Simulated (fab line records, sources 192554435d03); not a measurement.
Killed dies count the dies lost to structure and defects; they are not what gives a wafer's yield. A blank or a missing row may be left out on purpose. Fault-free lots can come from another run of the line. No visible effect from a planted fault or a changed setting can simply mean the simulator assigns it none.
fab line records	flow n5_finfet
record lots=5	wafers=15	last_day=17
route steps=1938 shown HKMG_FIN@436 GATE_CUT@465 PASSIVATION@1936
lots with no fault: from the same line, run without faults
start_h: hours from the record's opening day to when the first of the lot's shown wafers began	wait_h: time in hours since the lot's previous step	" the same as in the row above	L1.1+2: one row covering several wafers at once	- no value, or no start given	* or withheld: withheld	< > ~ a bound
route shown NAME@n: NAME is a module with steps in the file, n the number in the route of the first one	usual: mean and standard deviation over wafers with no fault	same: alike in all rows	chamber/n: place in a boat	sites: per-site readings	_std_site: their standard deviation	_edge_site: the outer-site mean with the inner-site mean subtracted	radius_mm: how far each site lies from the wafer's centre	mask NAME#n: copy n	behind: the tool/chamber that last shaped the wafer	hold: why the lot was held/for how many hours/how that ended	device: names the non-switching transistor (n, p or np)	end of line: the same wafers' tests at the end of the route	a step without rows: its recipe alone	killed: dies that structure and defects cost at the first sort, which is not the same as the wafer's yield	map: dies across one wafer; x = killed, . = not, _ = none there
set.NAME: the run value of the setting; set.NAME@STEP: its run value at that earlier step	model.NAME: the simulator's own value behind a step, which no gauge read
a table for each step, a row for each wafer; lots at some steps of the route
services: when a tool's chamber went out of use (start_h, in hours from the record's first day, below 0 if earlier), for how many hours, and the reason
## steps
# step N5_HKMG_FIN_STRIP_33
# recipe chemistry=N2/H2	temp_c=40	n2_flow_sccm=200	h2_flow_sccm=200	rf_frequency_hz=6e+07
# step N5_HKMG_FIN_STRIP_34
# recipe chemistry=CF4	resist=SiARC	power_w=300	bias_power_w=75	pressure_mtorr=50	cf4_flow_sccm=150	rf_frequency_hz=6e+07
# step N5_HKMG_FIN_ETCH_35
# recipe chemistry=N2/H2	target=SOC	target_depth_a=2158	ion_energy_ev=65	bias_w=5	source_w=3000	time_s=243.4	pressure_mtorr=30	n2_flow_sccm=200	h2_flow_sccm=200
# step N5_HKMG_FIN_STRIP_92
# recipe chemistry=N2/H2	material=SOC	time_s=20	power_w=500	temp_c=40	pressure_mtorr=50	rf_frequency_hz=6e+07	bias_power_w=8	h2_frac=0.5	n2_flow_sccm=300	h2_flow_sccm=300
# step N5_HKMG_FIN_WET_ETCH_18
# recipe chemistry=SC1	target=TiN	mix=1:1:5	temp_c=*	time_s=55	target_depth_nm=5.2	dry=ipa_marangoni	rinse_time_s=30	rinse_temp_c=23
# step N5_HKMG_FIN_STRIP_19
# recipe chemistry=N2/H2	power_w=2500	temp_c=300	h2_frac=0.65	time_s=360	pressure_mtorr=withheld	n2_flow_sccm=1750	h2_flow_sccm=3250
# usual drypump_motor_current_A=5.6/0.49	heater_power_w=492/51	n2_flow_sccm=1750/5.3
lot.wafer	tool	chamber	start_h	wait_h	drypump_motor_current_A	heater_power_w	n2_flow_sccm	rf_hours_counter_h
L424.1	plasma_asher-01	1	93.70	0.0	4.9	491	1747	39
L424.2	"	0	"	"	6.0	446	1749	39
L424.5	"	1	"	"	4.9	493	1757	-
L427.2	plasma_asher-01	0	105.93	0.0	6.1	449	1751	42
L427.4	"	0	"	"	6.0	447	1752	-
L427.6	"	0	"	"	6.1	443	1743	-
L430.1	plasma_asher-02	1	123.29	0.0	5.4	614	1747	101
L430.2	"	0	"	"	5.9	461	1740	101
L430.5	"	0	"	"	6.0	460	1752	-
L432.1	plasma_asher-01	0	137.65	0.0	6.1	444	1744	48
L432.4	"	1	"	"	4.9	483	1750	-
L432.5	"	0	"	"	6.0	446	1738	-
L443.1	plasma_asher-01	1	207.09	0.0	4.9	494	1752	61
L443.2	"	0	"	"	6.0	455	1750	61
L443.4	"	1	"	"	4.9	484	1753	-
# step N5_HKMG_FIN_ALD_91
# recipe material=TiN	target_thk_a=10	temp_c=400	ald_precursor_family=TiCl4	ald_co_reactant=NH3	pulse_time_s=1	purge_time_s=3	co_reactant_purge_time_s=2	co_reactant_pulse_time_s=2	ald_cycles=47	pressure_torr=3
# usual heater_power_w=879/97	precursor_pulse_height_rel=1.002/0.019
# same ald_cycles=47	purge_time_s=3
lot.wafer	tool	chamber	start_h	wait_h	heater_power_w	precursor_pulse_height_rel
L424.1	ald_metal-02	2	94.09	0.3	893	0.982
L424.2	"	3	"	"	718	0.993
L424.5	"	2	"	"	890	0.985
L427.2	ald_metal-01	0	106.31	0.3	1067	0.988
L427.4	"	2	"	"	729	1.002
L427.6	"	3	"	"	920	0.984
L430.1	ald_metal-03	0	123.67	0.3	925	1.022
L430.2	"	3	"	"	783	0.993
L430.5	"	0	"	"	910	0.997
L432.1	ald_metal-02	3	138.04	0.3	727	1.009
L432.4	"	0	"	"	960	1.017
L432.5	"	2	"	"	865	1.020
L443.1	ald_metal-03	1	207.48	0.3	807	1.017
L443.2	"	0	"	"	937	0.970
L443.4	"	3	"	"	791	0.979
# step N5_HKMG_FIN_COAT_85
# recipe resist=SOC	temp_c=250	time_s=60	spin_rpm=1500	resist_thk_nm=300
# step N5_HKMG_FIN_ETCH_86
# recipe chemistry=N2/H2	target=SOC	target_depth_a=3932	stop_on=TiN	ion_energy_ev=100	bias_w=61	pressure_mtorr=30	source_w=850	n2_flow_sccm=200	h2_flow_sccm=200
# step N5_HKMG_FIN_STRIP_89
# recipe chemistry=N2/H2	material=SOC	time_s=20	power_w=500	temp_c=40	pressure_mtorr=50	rf_frequency_hz=6e+07	bias_power_w=8	h2_frac=0.5	n2_flow_sccm=300	h2_flow_sccm=300
# step N5_HKMG_FIN_WET_ETCH_87
# recipe chemistry=SC1	target=TiN	mix=1:2:40	temp_c=50	time_s=154.2	target_depth_nm=4.7	dry=ipa_marangoni	rinse_time_s=30	rinse_temp_c=23
# step N5_HKMG_FIN_STRIP_88
# recipe chemistry=N2/H2	power_w=2500	temp_c=300	h2_frac=0.65	time_s=360	pressure_mtorr=withheld	n2_flow_sccm=1750	h2_flow_sccm=3250
# step N5_HKMG_FIN_NWFM_ALD_20
# recipe material=TiAlC	target_thk_a=20	temp_c=300	ald_precursor_family=TiCl4	ald_co_reactant=TEA	pulse_time_s=3	purge_time_s=2	co_reactant_purge_time_s=2	co_reactant_pulse_time_s=10	ald_cycles=7	pressure_torr=3
# usual heater_power_w=485/57	precursor_pulse_height_rel=1.000/0.02
# same ald_cycles=7	purge_time_s=2
lot.wafer	tool	chamber	start_h	wait_h	heater_power_w	precursor_pulse_height_rel
L424.1	ald_metal-03	1	95.16	0.3	467	1.021
L424.2	"	2	"	"	513	0.965
L424.5	"	2	"	"	514	0.988
L427.2	ald_metal-03	0	107.30	0.3	529	0.992
L427.4	"	1	"	"	453	1.006
L427.6	"	2	"	"	520	1.016
L430.1	ald_metal-01	3	124.68	0.3	515	0.996
L430.2	"	1	"	"	460	0.987
L430.5	"	1	"	"	455	1.014
L432.1	ald_metal-03	2	139.02	0.3	497	0.981
L432.4	"	1	"	"	453	0.985
L432.5	"	2	"	"	507	0.993
L443.1	ald_metal-02	1	208.45	0.3	532	0.995
L443.2	"	0	"	"	537	1.005
L443.4	"	2	"	"	484	0.972
# step N5_HKMG_FIN_ALD_71
# recipe material=TiN	target_thk_a=10	temp_c=400	ald_precursor_family=TiCl4	ald_co_reactant=NH3	pulse_time_s=1	purge_time_s=3	co_reactant_purge_time_s=2	co_reactant_pulse_time_s=2	ald_cycles=47	pressure_torr=3
# step N5_HKMG_FIN_COAT_66
# recipe resist=SOC	temp_c=250	time_s=60	spin_rpm=1500	resist_thk_nm=300
# step N5_HKMG_FIN_ETCH_67
# recipe chemistry=N2/H2	target=SOC	target_depth_a=3889	stop_on=TiN	ion_energy_ev=100	bias_w=61	pressure_mtorr=30	source_w=850	n2_flow_sccm=200	h2_flow_sccm=200
# step N5_HKMG_FIN_STRIP_90
# recipe chemistry=N2/H2	material=SOC	time_s=20	power_w=500	temp_c=40	pressure_mtorr=50	rf_frequency_hz=6e+07	bias_power_w=8	h2_frac=0.5	n2_flow_sccm=300	h2_flow_sccm=300
# step N5_HKMG_FIN_WET_ETCH_73
# recipe chemistry=SC1	mix=1:2:40	temp_c=50	time_s=42.3	target_depth_nm=1.3	dry=ipa_marangoni	rinse_time_s=30	rinse_temp_c=23
# step N5_HKMG_FIN_ETCHBACK_68
# recipe chemistry=Cl2/Ar	stop_on=HfO2	target_depth_a=5	pressure_mtorr=10	icp_w=600	bias_w=60	Cl2_flow_sccm=40	Ar_flow_sccm=60
# usual drypump_motor_current_A=5.75/0.19	oes_product_au=0.79/0.044	throttle_valve_pct=20.83/0.26
lot.wafer	tool	chamber	start_h	wait_h	drypump_motor_current_A	oes_product_au	rf_hours_counter_h	throttle_valve_pct
L424.1	rie_metal-02	0	96.01	0.0	5.63	0.81	21	20.70
L424.2	"	1	"	"	5.45	0.79	29	20.70
L424.5	"	0	"	"	5.64	0.81	-	20.70
L427.2	rie_metal-02	1	108.00	0.0	5.46	0.78	31	20.71
L427.4	"	0	"	"	5.63	0.81	-	20.70
L427.6	"	0	"	"	5.62	0.81	-	20.68
L430.1	rie_metal-02	0	125.39	0.0	5.63	0.79	24	20.70
L430.2	"	1	"	"	5.47	0.78	32	20.72
L430.5	"	1	"	"	5.46	0.77	-	20.71
L432.1	rie_metal-01	1	139.68	0.0	5.82	0.78	34	21.14
L432.4	"	1	"	"	5.81	0.78	-	21.15
L432.5	"	0	"	"	5.88	0.78	-	20.50
L443.1	rie_metal-03	1	209.11	0.0	6.02	0.91	5	21.13
L443.2	"	0	"	"	6.05	0.72	61	20.57
L443.4	"	0	"	"	6.03	0.73	-	20.58
# step N5_HKMG_FIN_STRIP_69
# recipe chemistry=N2/H2	power_w=2500	temp_c=300	h2_frac=0.65	time_s=360	pressure_mtorr=withheld	n2_flow_sccm=1750	h2_flow_sccm=3250
# step N5_HKMG_FIN_ALD_21
# recipe material=TiN	target_thk_a=15	temp_c=400	ald_precursor_family=TiCl4	ald_co_reactant=NH3	pulse_time_s=1	purge_time_s=3	co_reactant_purge_time_s=2	co_reactant_pulse_time_s=2	ald_cycles=68	pressure_torr=3
# step N5_HKMG_FIN_ALD_72
# recipe material=W	target_thk_a=20	temp_c=300	pressure_torr=7.5	ald_precursor_family=WF6	ald_co_reactant=B2H6	pulse_time_s=1	purge_time_s=2	co_reactant_purge_time_s=2	co_reactant_pulse_time_s=3	ald_cycles=7
# step N5_HKMG_FIN_W_FILL_22
# recipe material=W	target_thk_a=600	temp_c=400	pressure_torr=39.4	time_s=18.2
# step N5_HKMG_FIN_PRECLEAN_83
# recipe chemistry=DIW	time_s=57.5	temp_c=23
# step N5_HKMG_FIN_SRD_84
# recipe dry_time_s=32	dry=n2_spin	spin_rpm=1500
# step N5_HKMG_FIN_CMP_23
# recipe stop_on=SiNx	t_overpolish_s=10	post_cmp_clean=rinse_only	down_force_psi=4	platen_rpm=50.289	pad_velocity_m_s=1.0006	target_thk_nm=46.326
# usual motor_current_A=12.3/0.93	overpolish_run_s=9.999/0.0091	slurry_filter_dp_kPa=13.49/0.13	time_to_endpoint_s=11.5/2.1
lot.wafer	tool	chamber	start_h	wait_h	motor_current_A	overpolish_run_s	slurry_filter_dp_kPa	time_to_endpoint_s
L424.1	cmp-01	1	97.15	0.1	12.2	9.997	13.32	12.0
L424.2	"	2	"	"	10.6	10.002	13.60	12.3
L424.5	"	1	"	"	12.1	10.001	13.56	14.2
L427.2	cmp-02	3	109.07	0.0	12.3	10.001	13.59	12.2
L427.4	"	1	"	"	13.9	9.999	13.09	8.8
L427.6	"	3	"	"	12.8	10.006	13.44	14.6
L430.1	cmp-04	3	126.51	0.0	12.9	10.008	13.57	9.9
L430.2	"	1	"	"	13.0	9.995	13.52	14.0
L430.5	"	3	"	"	13.1	10.006	13.51	12.7
L432.1	cmp-02	0	140.83	0.1	12.8	10.012	13.49	13.2
L432.4	"	2	"	"	11.1	10.004	13.39	11.5
L432.5	"	0	"	"	12.9	10.011	13.42	14.6
L443.1	cmp-04	0	210.18	0.0	11.9	9.992	13.52	10.7
L443.2	"	1	"	"	12.4	9.999	13.46	11.4
L443.4	"	2	"	"	12.8	9.995	13.51	9.0
# step N5_HKMG_FIN_CMP_94
# recipe stop_on=SiNx	post_cmp_clean=w_dilute_nh4oh	t_overpolish_s=4.7	down_force_psi=4	platen_rpm=50.289	pad_velocity_m_s=1.0006	target_thk_nm=43.299
# step N5_GATE_CUT_ETCHBACK_00
# recipe chemistry=SF6/Cl2	target=W	pressure_mtorr=8	icp_w=900	bias_w=80	SF6_flow_sccm=40	Cl2_flow_sccm=60
# step N5_GATE_CUT_ETCH_56
# recipe chemistry=Cl2/Ar	target=TiN	target_depth_a=216	pressure_mtorr=10	icp_w=600	bias_w=60	Cl2_flow_sccm=40	Ar_flow_sccm=60
# step N5_GATE_CUT_ETCHBACK_30
# recipe chemistry=Cl2/Ar	target=TiN	target_depth_a=30	mode=isotropic	pressure_mtorr=10	icp_w=600	bias_w=60	Cl2_flow_sccm=40	Ar_flow_sccm=60
# step N5_GATE_CUT_VAPOR_ETCH_60
# recipe chemistry=BCl3/Cl2	target=HfO2	mode=isotropic
# step N5_GATE_CUT_ETCH_58
# recipe chemistry=CH3F/O2	target=SiNx	target_depth_a=170	time_s=128.6	ion_energy_ev=50	pressure_mtorr=30	source_w=415	bias_w=21	Ar_flow_sccm=150	CH3F_flow_sccm=30	O2_flow_sccm=20
# step N5_GATE_CUT_STRIP_59
# recipe chemistry=N2/H2	time_s=20	power_w=100	temp_c=40	pressure_mtorr=100	rf_frequency_hz=6e+07	bias_power_w=3	n2_flow_sccm=300	h2_flow_sccm=300
# step N5_GATE_CUT_PRECLEAN_31
# recipe temp_c=23	chemistry=DIW	time_s=300
# step N5_GATE_CUT_SRD_32
# recipe time_s=30	temp_c=23	rinse_liquid=diw	dry=ipa_marangoni
# step N5_GATE_CUT_SAC_CAP_01
# recipe material=SiNx	target_thk_a=240	temp_c=400	ald_precursor_family=SiH2I2	ald_co_reactant=N2/H2-plasma	pulse_time_s=1	ald_cycles=480	purge_time_s=2	co_reactant_purge_time_s=2	pressure_torr=2
# step N5_GATE_CUT_PECVD_57
# recipe material=SiNx	target_thk_a=210	temp_c=400	precursor=SiH4/NH3/N2	pressure_torr=1.5	rf_w=300
# step N5_GATE_CUT_CMP_02
# recipe stop_on=SiO2	t_overpolish_s=12.7	post_cmp_clean=alkaline_brush	down_force_psi=2.5	platen_rpm=51.8	pad_velocity_m_s=1.0307	target_thk_nm=0
# usual motor_current_A=9.3/0.88	overpolish_run_s=12.700/0.0087	slurry_filter_dp_kPa=13.50/0.15	time_to_endpoint_s=24.0/2.6
lot.wafer	tool	chamber	start_h	wait_h	motor_current_A	overpolish_run_s	slurry_filter_dp_kPa	time_to_endpoint_s
L424.1	cmp-02	2	101.13	0.1	8.0	12.685	13.38	19.0
L424.2	"	0	"	"	9.5	12.703	13.24	23.1
L424.5	"	3	"	"	9.7	12.703	13.46	25.2
L427.2	cmp-02	1	112.86	0.2	10.0	12.695	13.43	24.2
L427.4	"	3	"	"	9.5	12.680	13.58	24.4
L427.6	"	1	"	"	9.8	12.701	13.56	23.7
L430.2	cmp-03	0	130.17	0.1	9.7	12.698	13.46	21.8
L430.1	"	2	"	"	10.5	12.688	13.34	23.7
L430.5	"	0	"	"	9.5	12.691	13.47	19.8
L432.1	cmp-02	2	144.55	0.1	8.2	12.705	13.75	25.3
L432.4	"	1	"	"	9.7	12.710	13.46	23.7
L432.5	"	2	"	"	8.7	12.700	13.53	25.4
L443.1	cmp-03	3	214.23	0.1	8.2	12.694	13.52	23.8
L443.4	"	1	"	"	10.0	12.710	13.58	24.5
L443.2	"	2	"	"	10.0	12.695	13.26	20.6
# step N5_GATE_CUT_HM_DEP_46
# recipe material=SiO2	target_thk_a=1300	temp_c=400	precursor=TEOS/O2	pressure_torr=6.5	rf_w=900	teos_flow_sccm=161.4	gas=O2	flow_sccm=2650	time_s=26.6
# step N5_PASSIVATION_PROBE_49
# usual defect_limited_yield=91.2/1.3	killed_at_M0_to_M3=34/10	killed_at_M4_up=13/4.6	killed_at_contacts=13/5.5	killed_at_front_end=41/12	killed_at_other=2.8/2.4	killed_dies=104/16	killed_on_rim=14/4.2	killed_open=67/12	killed_short=33/7.2	sort_bin_5_function=5.1/0.86	sort_bin_6_memory=3.3/0.62	sort_n_pass=1076/16	sort_yield_pct=91.2/1.3
# same gross_dies=1180	killed_at_back_side=0	sort_bin_4_leakage[%]=0	sort_bin_8_speed[%]=0
lot.wafer	tool	chamber	start_h	wait_h	defect_limited_yield[%]	killed_at_M0_to_M3	killed_at_M4_up	killed_at_contacts	killed_at_front_end	killed_at_other	killed_dies	killed_on_rim	killed_open	killed_short	sort_bin_5_function[%]	sort_bin_6_memory[%]	sort_n_pass	sort_yield_pct[%]
L424.1	prober-02	-	306.04	0.0	93.6	24	13	13	25	1	76	8	42	32	3.3	2.8	1104	93.6
L424.2	prober-02	-	306.09	0.1	91.1	34	7	9	52	3	105	7	68	37	5.6	2.9	1075	91.1
L424.5	prober-02	-	306.24	0.2	89.2	50	13	20	42	2	127	18	84	40	6.1	4.2	1053	89.2
L427.6	prober-02	-	317.64	0.3	91.7	35	7	11	43	2	98	12	65	28	5.1	2.8	1082	91.7
L432.1	prober-02	-	335.61	0.0	81.4	34	16	22	144	3	219	31	75	28	10.1	4.5	961	81.4
L432.4	prober-02	-	335.76	0.2	85.7	27	14	9	119	0	169	27	62	30	8.3	3.6	1011	85.7
L432.5	prober-02	-	335.81	0.2	79.0	49	22	6	170	1	248	32	95	28	11.7	4.7	932	79.0
# killed by level:class
L424.1 STI_FIN_REVEAL:geometric_particle:open=8 MOL_CONTACT_COAG:geometric_particle:short=7 BEOL_M0_SAQP:geometric_particle:short=6 MOL_CONTACT_COAG:geometric_particle:open=5 BEOL_M5:geometric_particle:short=5 BEOL_M1:geometric_particle:open=4 BEOL_M4:geometric_particle:open=4 STARTING-WAFER:geometric_particle:short=4
L424.2 FIN_SAQP:geometric_particle:open=19 BEOL_M0_SAQP:geometric_particle:short=10 MOL_CONTACT_COAG:geometric_particle:open=9 FIN_SAQP:geometric_particle:short=6 STI_FIN_REVEAL:geometric_particle:open=5 DUMMY_GATE:geometric_particle:open=5 BEOL_M0_SAQP:geometric_particle:open=5 GATE_CUT:geometric_particle:open=4
L424.5 BEOL_M1:geometric_particle:open=19 FIN_SAQP:geometric_particle:open=14 MOL_CONTACT_COAG:geometric_particle:open=10 BEOL_M0_SAQP:geometric_particle:open=10 MOL_CONTACT_COAG:geometric_particle:short=9 FIN_SAQP:geometric_particle:short=8 BEOL_M3:geometric_particle:open=6 STI_FIN_REVEAL:geometric_particle:open=5
L427.6 BEOL_M3:geometric_particle:open=11 FIN_SAQP:geometric_particle:short=8 MOL_CONTACT_COAG:geometric_particle:open=8 FIN_SAQP:geometric_particle:open=7 DUMMY_GATE:geometric_particle:open=7 BEOL_M0_SAQP:geometric_particle:open=6 BEOL_M0_SAQP:geometric_particle:short=6 BEOL_M2:geometric_particle:open=6
L432.1 HKMG_FIN:unspecified=115 MOL_CONTACT_COAG:geometric_particle:open=17 BEOL_M1:geometric_particle:open=14 BEOL_M0_SAQP:geometric_particle:open=7 STI_FIN_REVEAL:geometric_particle:open=5 MOL_CONTACT_COAG:geometric_particle:short=5 BEOL_M5:geometric_particle:open=5 STARTING-WAFER:geometric_particle:open=5
L432.4 HKMG_FIN:unspecified=74 FIN_SAQP:geometric_particle:open=10 STI_FIN_REVEAL:geometric_particle:open=8 GATE_CUT:geometric_particle:short=7 MOL_CONTACT_COAG:geometric_particle:open=7 BEOL_M1:geometric_particle:open=6 BEOL_M3:geometric_particle:open=6 FIN_SAQP:geometric_particle:short=5
L432.5 HKMG_FIN:unspecified=117 STI_FIN_REVEAL:geometric_particle:open=18 BEOL_M4:geometric_particle:open=12 FIN_SAQP:geometric_particle:open=11 BEOL_M0_SAQP:geometric_particle:short=11 BEOL_M1:geometric_particle:open=11 BEOL_M0_SAQP:geometric_particle:open=10 BEOL_M3:geometric_particle:open=8
# map L432.5 (x killed, . not)
_________________x...x.......________________
______________x................._____________
___________...x..x..x.........x....__________
__________..x.......x..x..xx........_________
________.xx..................x.x......_______
_______.......x.....xx......x.x...x..x.______
______......x..........xx........x..x..._____
_____...x.......x...x..x.x...............____
____.................x....x....xx...x.....___
___xx..x........x.x....x..........x...xxx.x__
___.x......x...x.xx...x...x.........xxxxxxx__
__xx.......x........................xxxxxxxx_
__x....x....x............x....x...x.xxxxxxxx_
_....x.............x..........x..xxxxxxxxxxxx
_..x.....................x.........xxxxxxxxxx
_.................xx.....x......xxxxxxxxxxxxx
_.....x..................x.....xx.xxxxxxxxxxx
_...x........x........x..x.x.......xxxxxxxxxx
_..xx.x.......x............x...x..xxxxxxxxxxx
_...............x..x.x.............xxxxxxxxxx
_.....x.x..........x.......x....x...xxxxxx.x.
__.x......x............x.......x.....x..xxx._
__..x..........xx.x..........x..xx..x....xxx_
___.........x...x.............x.......x.x..__
___........................x...............__
____..x...x......x....x.x..........x....x.___
_____....................................____
______....................xx...x...x.x.._____
_______.........x...................x..______
________........x....................._______
__________................x........._________
___________...............x.......x__________
______________..............x..._____________
_________________......x.....________________
# map L427.2 (x killed, . not)
_________________....x....x..________________
______________.................._____________
___________x..............x........__________
__________.......x.x....x..........._________
________..............x.......xx......_______
_______....................x.xx....x...______
______..........x.........x......x.x...._____
_____xx......x.....x.......x.............____
____.........................x..........x.___
___.x....x............x....x..x.....x......__
___.......................x.............x.x__
__.......x..x..x..x........................._
__.............x.....x.x..........x........._
_.x.x.x......................x.x.............
_.........x.......x........x................x
_.x.................xx..x............x.x.x...
_..........x.....x.x...................x.....
_x..x...............x..x......x......xx......
_.x...................................x......
_x.......................x..x.x...........x..
_................x......x.............x.....x
__..........x......................x........_
__....x.xx......x................x....x..xx._
___...x...............x..x.................__
___........x..x.x....xx..x....x............__
____.........x..........x......x..........___
_____.............x..........x......xx...____
______.x................................_____
_______......................x......x..______
________.................x............_______
__________........x....x............_________
___________.x.xx.x....xx......x..x.__________
______________....x...x........._____________
_________________..........x.________________
## services
tool	chamber	start_h	hours	kind
cmp-03	-	76.09	4.0	pm
ald_metal-01	-	81.42	8.7	pm
cmp-01	-	81.93	0.9	repair
cmp-04	-	83.76	1.3	repair
cmp-03	-	84.01	0.3	repair
cmp-02	-	84.60	2.7	repair
plasma_asher-01	-	96.51	2.3	repair
cmp-04	-	98.61	0.2	repair
cmp-01	-	102.25	1.0	repair
cmp-01	-	108.20	13.3	pm
ald_metal-02	-	108.57	2.8	pm
ald_metal-02	-	111.78	14.6	pm
rie_metal-01	0	112.72	24.5	repair
plasma_asher-01	-	115.26	2.2	repair
ald_metal-01	-	118.08	2.8	pm
ald_metal-03	1	122.43	6.3	repair
cmp-02	-	126.23	4.0	pm
cmp-03	-	153.40	0.4	repair
cmp-02	-	161.57	13.1	pm
ald_metal-03	3	166.00	7.6	repair
ald_metal-03	-	193.09	2.8	pm
cmp-04	-	199.30	4.0	pm
ald_metal-01	-	199.96	0.9	repair
cmp-03	-	211.58	1.2	repair
## key
first_sign step=N5_PASSIVATION_PROBE_49	reading=killed_at_front_end	direction=up	sigmas=8.9	usual=41	struck=144
effect step=N5_PASSIVATION_PROBE_49	reading=defect_limited_yield	direction=down	sigmas=6.9	usual=91.2	struck=82.0
more_kills_born_at N5_HKMG_FIN_NWFM_ALD_20@ald_metal-03=306
met_at N5_HKMG_FIN_NWFM_ALD_20
struck_wafers L432.1,L432.4,L432.5
onset_between 107.30 139.02
also_fits N5_HKMG_FIN_ALD_91:ald_metal-02,N5_HKMG_FIN_ETCHBACK_68:rie_metal-01,N5_HKMG_FIN_CMP_23:cmp-02,N5_GATE_CUT_CMP_02:cmp-02
fault kind=chamber_particle_source	tool=ald_metal-03	chamber=-	onset_h=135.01	steps=N5_HKMG_FIN_NWFM_ALD_20	rate_per_visit_cm2=2.1755
